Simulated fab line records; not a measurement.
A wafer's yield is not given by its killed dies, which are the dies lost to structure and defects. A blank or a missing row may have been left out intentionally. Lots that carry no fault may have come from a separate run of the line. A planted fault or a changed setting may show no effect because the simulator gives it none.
Chamber matching	flow nand_harc	ald_metal-04 running NHARC_P_CONTACT_ALD_22: 4 sister chambers
The step deposits TiN, target thk 3 nm, pulse time 1 s, ald cycles 150. 4 wafers are shown with their chamber, then 9 later ones without.

== WAFERS, EACH WITH ITS CHAMBER ==
wafer	chamber	heater_power_w (W)
L298.4	0	1041
L300.1	2	981
L300.2	1	1222
L300.4	3	1268

== WAFERS WITHOUT THEIR CHAMBER ==
wafer	heater_power_w (W)
L307.3	1245
L307.5	915
L307.6	1272
L309.1	1214
L309.3	922
L309.5	907
L311.2	1055
L311.3	917
L311.4	1225

== THE CHAMBER EACH PASSED THROUGH ==
wafer	from the rows above	in truth
L307.3	can't be placed: 1 or 3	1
L307.5	can't be placed: 2 or 0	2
L307.6	can't be placed: 3 or 1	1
L309.1	can't be placed: 1 or 3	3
L309.3	can't be placed: 2 or 0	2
L309.5	can't be placed: 2 or 0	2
L311.2	can't be placed: 0 or 2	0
L311.3	can't be placed: 2 or 0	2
L311.4	can't be placed: 1 or 3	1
Placed correctly: 0 of 9. Unplaceable from these rows: 9, with the true chamber sitting among the candidates in 9. Wrongly placed: 0.
How it was worked out, from the rows above alone: a wafer's distance from a chamber is the root of the sum, over the readings, of the square of ((its reading less the chamber's mean) divided by the reading's scatter). The wafer belongs to the nearest chamber; if the next one is less than 2 further off, it can't be placed. A chamber's mean is the mean of its shown wafers. The scatter: root of mean squared gap, hidden wafer to nearest shown wafer, with one shown wafer a chamber.
